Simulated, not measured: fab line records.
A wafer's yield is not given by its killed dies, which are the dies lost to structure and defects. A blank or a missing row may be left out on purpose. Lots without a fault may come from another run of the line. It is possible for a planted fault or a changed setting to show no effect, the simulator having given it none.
fab line records -- flow nand_harc
[record] lots = 6, wafers = 18, last_day = 32
route steps=1302 shown A_M1@1171
lots untouched by any fault: they come from a run of this same line in which no faults occurred
start_h: hours from the record's first day to the start of the lot's first wafer shown -- wait_h: hours since the lot's step before -- " the same as in the row above -- L1.1+2: one row covering several wafers at once -- - no value present, or no start provided -- * or withheld: withheld -- < > ~ a bound
route shown NAME@n: a module of which the file shows steps, and the number in the route of the first -- usual: mean/standard deviation of fault-free wafers -- same: alike in all rows -- chamber/n: place in a boat -- sites: each site's reading -- _std_site: the standard deviation of these -- _edge_site: the outer-site mean with the inner-site mean subtracted -- radius_mm: how far each site lies from the wafer's centre -- mask NAME#n: copy n -- behind: tool/chamber where the wafer was last shaped -- hold: what put the lot on hold/how long, in hours/how the hold closed -- device: whichever transistor did not switch (one of n, p or np) -- end of line: tests run on the same wafers once the route is complete -- a step without rows: its recipe alone -- killed: count of dies lost to structure and defects at first sort (not the wafer's yield) -- map: a wafer's dies, marking killed ones x, the rest . and places with no die _
set.NAME: the run value of the setting; set.NAME@STEP: its run value at that earlier step -- model.NAME: the simulator's own value behind a step, which no gauge read
lots seen at some steps along the route; tables by step, rows by wafer
services: from which hour (start_h, from the record's first day; less than 0 if before it) a tool's chamber was out of use, for how many hours, and why
[[steps]]
[step NHARC_A_M1_HMDS_02]
[recipe] time_s = 30
[step NHARC_A_M1_COAT_34]
[recipe] temp_c = 200, time_s = 65
[step NHARC_A_M1_COAT_03]
[recipe] spin_rpm = 1500, resist_thk_nm = 90
[step NHARC_A_M1_SOFTBAKE_04]
[recipe] temp_c = 105, time_s = 55
[step NHARC_A_M1_EBR_05]
[step NHARC_A_M1_EXPOSE_06]
[recipe] na = 1.35, target_cd_nm = 120, dose_mj = 75.13, mask_id = A_M1
[step NHARC_A_M1_PEB_07]
[recipe] peb_temp_c = 100, peb_time_s = 65
[step NHARC_A_M1_DEVELOP_08]
[recipe] develop_time_s = 35, dev_temp_c = 23
[step NHARC_A_M1_CD_MEAS_09]
[recipe] target_cd_nm = 120, landing_energy_ev = 500
[usual] cd_nm = 120.1/0.53
lot.wafer,tool,chamber,start_h,wait_h,cd_nm
L806.1,cd_sem-01,0,546.26,-,119.3
L806.4,cd_sem-01,0,546.26,-,120.1
L806.5,cd_sem-01,0,546.26,-,119.6
L808.1,cd_sem-03,0,558.09,-,120.1
L808.3,cd_sem-03,0,558.09,-,119.7
L808.5,cd_sem-03,0,558.09,-,120.3
L817.1,cd_sem-01,0,669.86,-,120.4
L817.2,cd_sem-01,0,669.86,-,121.3
L817.5,cd_sem-01,0,669.86,-,119.9
L821.2,cd_sem-02,0,700.26,-,119.6
L821.5,cd_sem-02,0,700.26,-,119.4
L821.6,cd_sem-02,0,700.26,-,119.7
L825.1,cd_sem-02,0,740.69,-,120.5
L825.3,cd_sem-02,0,740.69,-,120.0
L825.5,cd_sem-02,0,740.69,-,120.4
L826.1,cd_sem-03,0,744.71,-,121.4
L826.2,cd_sem-03,0,744.71,-,120.9
L826.5,cd_sem-03,0,744.71,-,120.6
[step NHARC_A_M1_OVL_MEAS_10]
[recipe] pitch_nm = 240
[usual] overlay_x_nm = 0.1/0.68, overlay_y_nm = -0.1/0.86
lot.wafer,tool,chamber,start_h,wait_h,overlay_x_nm,overlay_y_nm
L806.1,overlay-02,-,546.35,-,-0.5,-0.5
L806.4,overlay-02,-,546.35,-,-0.9,-0.4
L806.5,overlay-02,-,546.35,-,-0.9,-0.3
L808.1,overlay-01,-,558.18,-,-0.4,0.0
L808.3,overlay-01,-,558.18,-,0.3,0.6
L808.5,overlay-01,-,558.18,-,0.5,0.5
L817.1,overlay-01,-,669.94,-,0.1,-0.3
L817.2,overlay-01,-,669.94,-,0.5,-0.7
L817.5,overlay-01,-,669.94,-,-0.3,-0.8
L821.2,overlay-01,-,700.35,-,-0.5,0.0
L821.5,overlay-01,-,700.35,-,-0.4,-0.6
L821.6,overlay-01,-,700.35,-,-0.3,0.0
L825.1,overlay-01,-,740.78,-,-0.9,-0.8
L825.3,overlay-01,-,740.78,-,-0.7,-0.3
L825.5,overlay-01,-,740.78,-,-0.8,-0.7
L826.1,overlay-01,-,744.80,-,1.0,-1.5
L826.2,overlay-01,-,744.80,-,1.1,-1.5
L826.5,overlay-01,-,744.80,-,0.4,-1.5
[step NHARC_A_M1_INSPECT_11]
[usual] raw_defect_count = 84/47
lot.wafer,tool,chamber,start_h,wait_h,raw_defect_count
L806.1,defect_inspect-02,-,546.39,0.0,14
L806.4,defect_inspect-02,-,546.39,0.0,22
L806.5,defect_inspect-02,-,546.39,0.0,20
L808.1,defect_inspect-02,-,558.21,0.0,104
L808.3,defect_inspect-02,-,558.21,0.0,121
L808.5,defect_inspect-02,-,558.21,0.0,121
L817.1,defect_inspect-01,-,669.98,0.0,18
L817.2,defect_inspect-01,-,669.98,0.0,25
L817.5,defect_inspect-01,-,669.98,0.0,27
L821.2,defect_inspect-02,-,700.39,0.0,56
L821.5,defect_inspect-02,-,700.39,0.0,62
L821.6,defect_inspect-02,-,700.39,0.0,60
L825.1,defect_inspect-01,-,740.81,0.0,37
L825.3,defect_inspect-01,-,740.81,0.0,64
L825.5,defect_inspect-01,-,740.81,0.0,44
L826.1,defect_inspect-02,-,744.84,0.0,68
L826.2,defect_inspect-02,-,744.84,0.0,66
L826.5,defect_inspect-02,-,744.84,0.0,80
[step NHARC_A_M1_DESCUM_14]
[recipe] time_s = 3, o2_flow_sccm = 200, ar_flow_sccm = 0, bias_power_w = 0, chemistry = O2
[usual] drypump_motor_current_A = 5.9/0.32, o2_flow_sccm = 200.1/0.56, oes_product_au = 1.001/0.0072, rf_vpp_V = 57.7/0.95, showerhead_plenum_p_Torr = 1.91/0.096, throttle_valve_pct = 11.313/0.0089
lot.wafer,tool,chamber,start_h,wait_h,drypump_motor_current_A,o2_flow_sccm,oes_product_au,rf_hours_counter_h,rf_vpp_V,showerhead_plenum_p_Torr,throttle_valve_pct
L806.4,rie_diel-12,0,546.47,0.1,6.0,200.5,1.005,3.2,57.0,2.05,11.310
L806.1,rie_diel-12,3,546.47,0.1,6.0,200.8,1.006,3.2,58.2,1.78,11.310
L806.5,rie_diel-12,1,546.47,0.1,6.2,199.8,1.004,-,56.6,1.85,11.313
L808.1,rie_diel-12,0,558.29,0.1,6.0,200.3,0.996,4.9,57.8,2.05,11.308
L808.3,rie_diel-12,1,558.29,0.1,6.2,199.1,1.005,4.1,58.2,1.85,11.331
L808.5,rie_diel-12,2,558.29,0.1,6.2,199.9,1.000,-,58.6,1.98,11.305
L817.1,rie_diel-01,0,670.04,0.1,6.0,199.5,0.995,2.5,59.7,2.07,11.321
L817.2,rie_diel-01,1,670.04,0.1,6.4,198.9,1.003,2.8,57.2,1.80,11.324
L817.5,rie_diel-01,0,670.04,0.1,5.9,200.1,0.993,-,59.2,2.07,11.297
L821.2,rie_diel-12,2,700.46,0.1,6.2,199.1,0.991,4.7,58.2,1.97,11.310
L821.6,rie_diel-12,0,700.46,0.1,6.0,200.5,0.995,-,56.8,2.05,11.320
L821.5,rie_diel-12,1,700.46,0.1,6.2,199.5,0.994,-,56.2,1.85,11.307
L825.3,rie_diel-12,0,740.88,0.1,6.0,199.8,1.002,8.5,58.1,2.05,11.304
L825.1,rie_diel-12,2,740.88,0.1,6.2,200.1,0.990,8.2,57.9,1.97,11.322
L825.5,rie_diel-12,0,740.88,0.1,6.0,199.7,0.999,-,59.1,2.05,11.308
L826.2,rie_diel-12,2,744.90,0.1,6.2,200.5,1.005,8.4,58.4,1.97,11.298
L826.1,rie_diel-12,1,744.90,0.1,6.2,199.5,0.998,8.1,56.5,1.85,11.316
L826.5,rie_diel-12,2,744.90,0.1,6.2,200.8,1.004,-,57.5,1.97,11.319
[step NHARC_A_M1_ETCH_35]
[recipe] target_depth_a = 400, overetch_a = 120, time_s = 43.94, ion_energy_ev = 200, n2_flow_sccm = 150, h2_flow_sccm = 150, ar_flow_sccm = 0, rf_w = 400, bias_w = 150, chemistry = N2/H2
[usual] drypump_motor_current_A = 5.9/0.32, oes_product_au = 1.000/0.006, rf_vpp_V = 430.2/3, run_length_s = 65.4/0.46, showerhead_plenum_p_Torr = 2.03/0.1, throttle_valve_pct = 14.172/0.0089
lot.wafer,tool,chamber,start_h,wait_h,drypump_motor_current_A,oes_product_au,rf_hours_counter_h,rf_vpp_V,run_length_s,showerhead_plenum_p_Torr,throttle_valve_pct
L806.1,rie_diel-12,3,546.56,0.1,6.0,0.997,3.2,427.1,53.2,1.89,14.192
L806.4,rie_diel-12,1,546.56,0.1,6.2,1.004,2.7,428.3,65.4,1.97,14.161
L806.5,rie_diel-12,3,546.56,0.1,6.0,1.000,-,426.1,53.2,1.89,14.181
L808.3,rie_diel-12,3,558.36,0.1,6.1,0.994,4.4,426.0,53.2,1.89,14.166
L808.1,rie_diel-12,1,558.36,0.1,6.2,1.002,4.1,428.3,65.3,1.97,14.169
L808.5,rie_diel-12,2,558.36,0.1,6.2,0.986,-,430.0,64.9,2.11,14.163
L817.1,rie_diel-01,2,670.13,0.1,6.0,0.987,2.2,430.6,65.8,2.09,14.167
L817.2,rie_diel-01,0,670.13,0.1,5.9,1.003,2.5,435.7,65.8,2.21,14.176
L817.5,rie_diel-01,2,670.13,0.1,6.0,0.994,-,430.7,66.0,2.09,14.184
L821.2,rie_diel-12,2,700.54,0.1,6.1,1.000,4.7,432.6,64.8,2.11,14.167
L821.5,rie_diel-12,1,700.54,0.1,6.2,0.996,-,427.4,65.3,1.97,14.169
L821.6,rie_diel-12,2,700.54,0.1,6.2,1.003,-,432.2,64.9,2.11,14.177
L825.3,rie_diel-12,1,740.98,0.1,6.2,1.003,7.9,429.6,65.4,1.97,14.179
L825.1,rie_diel-12,2,740.98,0.1,6.2,0.997,8.2,433.1,65.0,2.11,14.167
L825.5,rie_diel-12,2,740.98,0.1,6.2,1.003,-,432.1,64.9,2.11,14.157
L826.1,rie_diel-12,1,744.99,0.1,6.2,0.999,8.1,428.6,65.1,1.97,14.179
L826.2,rie_diel-12,0,744.99,0.1,6.0,0.993,8.7,434.2,65.2,2.19,14.171
L826.5,rie_diel-12,1,744.99,0.1,6.2,1.003,-,431.7,65.0,1.97,14.167
[step NHARC_A_M1_ETCH_15]
[recipe] target_depth_a = 1825, time_s = 91.2, c4f8_flow_sccm = withheld, ar_flow_sccm = 400, rf_w = 600, bias_w = 300, chemistry = C4F8/Ar
[usual] oes_product_au = 0.959/0.018, rf_vpp_V = 441/3.1, run_length_s = 112.7/0.46
lot.wafer,tool,chamber,start_h,wait_h,oes_product_au,rf_hours_counter_h,rf_vpp_V,run_length_s
L806.4,rie_diel-12,1,-,-,0.971,2.8,440,112.2
L806.1,rie_diel-12,2,-,-,0.957,2.7,442,112.8
L806.5,rie_diel-12,3,-,-,0.981,-,436,113.8
L808.3,rie_diel-12,1,-,-,0.989,4.2,438,112.7
L808.1,rie_diel-12,2,-,-,0.961,3.7,442,112.6
L808.5,rie_diel-12,0,-,-,0.976,-,445,112.4
L817.2,rie_diel-01,0,-,-,0.929,2.5,445,113.4
L817.1,rie_diel-01,2,-,-,0.921,2.3,442,112.9
L817.5,rie_diel-01,0,-,-,0.930,-,447,113.4
L821.2,rie_diel-12,1,-,-,0.965,4.6,439,112.3
L821.5,rie_diel-12,0,-,-,0.967,-,445,112.4
L821.6,rie_diel-12,1,-,-,0.961,-,438,112.3
L825.1,rie_diel-12,0,-,-,0.965,8.5,444,112.8
L825.3,rie_diel-12,2,-,-,0.963,8.3,442,112.4
L825.5,rie_diel-12,0,-,-,0.964,-,445,112.6
L826.1,rie_diel-12,1,-,-,0.964,8.1,439,112.7
L826.2,rie_diel-12,2,-,-,0.960,8.5,444,112.6
L826.5,rie_diel-12,0,-,-,0.979,-,445,113.2
[[services]]
tool,chamber,start_h,hours,kind
rie_diel-12,0,527.90,-,clean
rie_diel-12,1,527.90,-,clean
rie_diel-12,2,527.90,-,clean
rie_diel-12,3,527.90,-,clean
rie_diel-12,0,552.48,-,clean
rie_diel-12,1,552.48,-,clean
rie_diel-12,2,552.48,-,clean
rie_diel-12,3,552.48,-,clean
rie_diel-01,-,557.95,9.0,pm
rie_diel-12,0,576.98,-,clean
rie_diel-12,1,576.98,-,clean
rie_diel-12,2,576.98,-,clean
rie_diel-12,3,576.98,-,clean
rie_diel-01,0,580.30,4.5,repair
rie_diel-12,0,585.52,24.2,repair
rie_diel-01,2,591.73,5.4,repair
rie_diel-12,1,601.48,-,clean
rie_diel-12,2,601.48,-,clean
rie_diel-12,-,622.40,9.0,pm
rie_diel-12,1,660.46,12.9,repair
rie_diel-01,3,689.88,10.9,repair
rie_diel-12,0,728.41,5.8,repair
rie_diel-01,-,734.95,9.0,pm
rie_diel-12,3,737.89,5.6,repair
[[key]]
[first_sign] step = NHARC_A_M1_ETCH_35, reading = run_length_s, direction = down, sigmas = 26, usual = *, struck = *
effect none on later readings
met_at NHARC_A_M1_ETCH_35
struck_wafers L806.1,L806.5,L808.3
later_rows_left_out L806.1,L806.5,L808.3
sort_left_out L806.1,L806.5,L808.3
[fault] kind = process_parameter_drift, tool = rie_diel-12, chamber = 3, onset_h = 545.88, steps = NHARC_A_M1_ETCH_35, channel = time_s, offset = *, shape = step, end_h = 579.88, acts_in = *, stated = *
// sort_left_out: the simulated sort isn't trusted on such a fault, so these wafers' sort isn't shown, and their yield isn't known
// later_rows_left_out: the simulator's readings of these wafers behind a module that went badly wrong aren't trusted and aren't shown, but for the sort
